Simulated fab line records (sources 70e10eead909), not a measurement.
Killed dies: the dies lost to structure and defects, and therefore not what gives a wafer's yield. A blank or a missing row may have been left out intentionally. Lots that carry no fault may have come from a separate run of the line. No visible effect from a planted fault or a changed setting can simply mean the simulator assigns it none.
Chamber matching :: flow nand harc :: rie diel-05 running NHARC_A_CONTACT_ETCH_48: 4 sister chambers
The step etches the open film in CF4, target depth 39 nm, time 65 s. 30 wafers are shown with their chamber, then 12 later ones without.

## WAFERS, EACH WITH ITS CHAMBER
wafer: L075.1
chamber: 3
showerhead plenum p Torr (Torr): 1.79
rf vpp V (V): 151.4
oes product au (a.u.): 0.996

wafer: L075.2
chamber: 2
showerhead plenum p Torr (Torr): 1.89
rf vpp V (V): 154.1
oes product au (a.u.): 0.985

wafer: L075.3
chamber: 0
showerhead plenum p Torr (Torr): 1.80
rf vpp V (V): 151.1
oes product au (a.u.): 1.003

wafer: L074.1
chamber: 3
showerhead plenum p Torr (Torr): 1.78
rf vpp V (V): 151.3
oes product au (a.u.): 0.994

wafer: L074.3
chamber: 2
showerhead plenum p Torr (Torr): 1.88
rf vpp V (V): 153.1
oes product au (a.u.): 0.987

wafer: L074.4
chamber: 0
showerhead plenum p Torr (Torr): 1.80
rf vpp V (V): 152.4
oes product au (a.u.): 0.999

wafer: L074.2
chamber: 1
showerhead plenum p Torr (Torr): 1.68
rf vpp V (V): 150.3
oes product au (a.u.): 1.000

wafer: L074.5
chamber: 1
showerhead plenum p Torr (Torr): 1.68
rf vpp V (V): 150.1
oes product au (a.u.): 0.997

wafer: L074.6
chamber: 0
showerhead plenum p Torr (Torr): 1.80
rf vpp V (V): 153.4
oes product au (a.u.): 1.003

wafer: L077.2
chamber: 0
showerhead plenum p Torr (Torr): 1.80
rf vpp V (V): 151.1
oes product au (a.u.): 1.001

wafer: L077.3
chamber: 3
showerhead plenum p Torr (Torr): 1.78
rf vpp V (V): 151.9
oes product au (a.u.): 0.989

wafer: L077.5
chamber: 2
showerhead plenum p Torr (Torr): 1.88
rf vpp V (V): 152.3
oes product au (a.u.): 0.985

wafer: L078.3
chamber: 1
showerhead plenum p Torr (Torr): 1.68
rf vpp V (V): 151.5
oes product au (a.u.): 1.003

wafer: L078.4
chamber: 2
showerhead plenum p Torr (Torr): 1.88
rf vpp V (V): 153.1
oes product au (a.u.): 0.995

wafer: L078.6
chamber: 1
showerhead plenum p Torr (Torr): 1.68
rf vpp V (V): 150.2
oes product au (a.u.): 1.004

wafer: L081.1
chamber: 2
showerhead plenum p Torr (Torr): 1.88
rf vpp V (V): 152.3
oes product au (a.u.): 0.991

wafer: L081.2
chamber: 0
showerhead plenum p Torr (Torr): 1.79
rf vpp V (V): 150.7
oes product au (a.u.): 1.004

wafer: L081.5
chamber: 2
showerhead plenum p Torr (Torr): 1.88
rf vpp V (V): 152.6
oes product au (a.u.): 1.007

wafer: L083.1
chamber: 0
showerhead plenum p Torr (Torr): 1.79
rf vpp V (V): 151.2
oes product au (a.u.): 0.998

wafer: L083.3
chamber: 2
showerhead plenum p Torr (Torr): 1.88
rf vpp V (V): 152.4
oes product au (a.u.): 0.993

wafer: L083.5
chamber: 0
showerhead plenum p Torr (Torr): 1.79
rf vpp V (V): 152.2
oes product au (a.u.): 1.000

wafer: L086.1
chamber: 3
showerhead plenum p Torr (Torr): 1.77
rf vpp V (V): 151.1
oes product au (a.u.): 1.026

wafer: L086.3
chamber: 0
showerhead plenum p Torr (Torr): 1.79
rf vpp V (V): 151.2
oes product au (a.u.): 1.010

wafer: L086.6
chamber: 3
showerhead plenum p Torr (Torr): 1.77
rf vpp V (V): 150.7
oes product au (a.u.): 1.020

wafer: L087.2
chamber: 1
showerhead plenum p Torr (Torr): 1.67
rf vpp V (V): 150.0
oes product au (a.u.): 0.993

wafer: L087.4
chamber: 0
showerhead plenum p Torr (Torr): 1.79
rf vpp V (V): 151.9
oes product au (a.u.): 1.001

wafer: L087.5
chamber: 1
showerhead plenum p Torr (Torr): 1.67
rf vpp V (V): 149.1
oes product au (a.u.): 0.987

wafer: L087.1
chamber: 3
showerhead plenum p Torr (Torr): 1.77
rf vpp V (V): 151.3
oes product au (a.u.): 1.024

wafer: L087.3
chamber: 2
showerhead plenum p Torr (Torr): 1.87
rf vpp V (V): 152.6
oes product au (a.u.): 0.999

wafer: L087.6
chamber: 0
showerhead plenum p Torr (Torr): 1.79
rf vpp V (V): 152.3
oes product au (a.u.): 0.982

SIGNATURES (means of the wafers above)
reading: showerhead plenum p Torr
chamber 0: 1.7940
chamber 1: 1.6767
chamber 2: 1.8800
chamber 3: 1.7767
scatter within a chamber: 0.00591

reading: rf vpp V
chamber 0: 151.750
chamber 1: 150.200
chamber 2: 152.812
chamber 3: 151.283
scatter within a chamber: 0.695

reading: oes product au
chamber 0: 1.00010
chamber 1: 0.99733
chamber 2: 0.99275
chamber 3: 1.00817
scatter within a chamber: 0.00981
Rule: distance of a wafer from a chamber = root of the sum over the readings of ((wafer's reading minus chamber's mean) / reading's scatter) squared. The wafer belongs to the nearest chamber; if the next one is less than 2 further off, it can't be placed. The scatter is the square root of a quotient: the sum, over the shown wafers, of each reading's squared deviation from its chamber's mean, divided by wafers minus chambers.

## WAFERS MISSING THEIR CHAMBER
wafer: L088.1
showerhead plenum p Torr (Torr): 1.67
rf vpp V (V): 149.8
oes product au (a.u.): 1.001

wafer: L088.2
showerhead plenum p Torr (Torr): 1.79
rf vpp V (V): 152.6
oes product au (a.u.): 1.002

wafer: L088.6
showerhead plenum p Torr (Torr): 1.79
rf vpp V (V): 151.0
oes product au (a.u.): 0.991

wafer: L088.3
showerhead plenum p Torr (Torr): 1.77
rf vpp V (V): 150.3
oes product au (a.u.): 1.010

wafer: L088.4
showerhead plenum p Torr (Torr): 1.87
rf vpp V (V): 153.2
oes product au (a.u.): 1.004

wafer: L088.5
showerhead plenum p Torr (Torr): 1.67
rf vpp V (V): 150.3
oes product au (a.u.): 0.998

wafer: L092.1
showerhead plenum p Torr (Torr): 1.67
rf vpp V (V): 149.3
oes product au (a.u.): 1.005

wafer: L092.4
showerhead plenum p Torr (Torr): 1.77
rf vpp V (V): 150.5
oes product au (a.u.): 1.011

wafer: L092.5
showerhead plenum p Torr (Torr): 1.79
rf vpp V (V): 150.7
oes product au (a.u.): 0.988

wafer: L096.1
showerhead plenum p Torr (Torr): 1.66
rf vpp V (V): 150.0
oes product au (a.u.): 1.007

wafer: L096.5
showerhead plenum p Torr (Torr): 1.86
rf vpp V (V): 153.5
oes product au (a.u.): 1.004

wafer: L096.6
showerhead plenum p Torr (Torr): 1.66
rf vpp V (V): 150.8
oes product au (a.u.): 1.013

## WHICH CHAMBER EACH WENT THROUGH
wafer: L088.1
from the rows above: 1
in truth: 1

wafer: L088.2
from the rows above: can't be placed: 0 or 3
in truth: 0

wafer: L088.6
from the rows above: can't be placed: 0 or 3
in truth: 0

wafer: L088.3
from the rows above: 3
in truth: 3

wafer: L088.4
from the rows above: 2
in truth: 2

wafer: L088.5
from the rows above: 1
in truth: 1

wafer: L092.1
from the rows above: 1
in truth: 1

wafer: L092.4
from the rows above: 3
in truth: 3

wafer: L092.5
from the rows above: can't be placed: 0 or 3
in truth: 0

wafer: L096.1
from the rows above: 1
in truth: 1

wafer: L096.5
from the rows above: 2
in truth: 2

wafer: L096.6
from the rows above: 1
in truth: 1
Placed correctly: 9 of 12. Not placeable from these rows: 3 (in 3, the candidates include the true chamber). Number placed wrongly: 0.
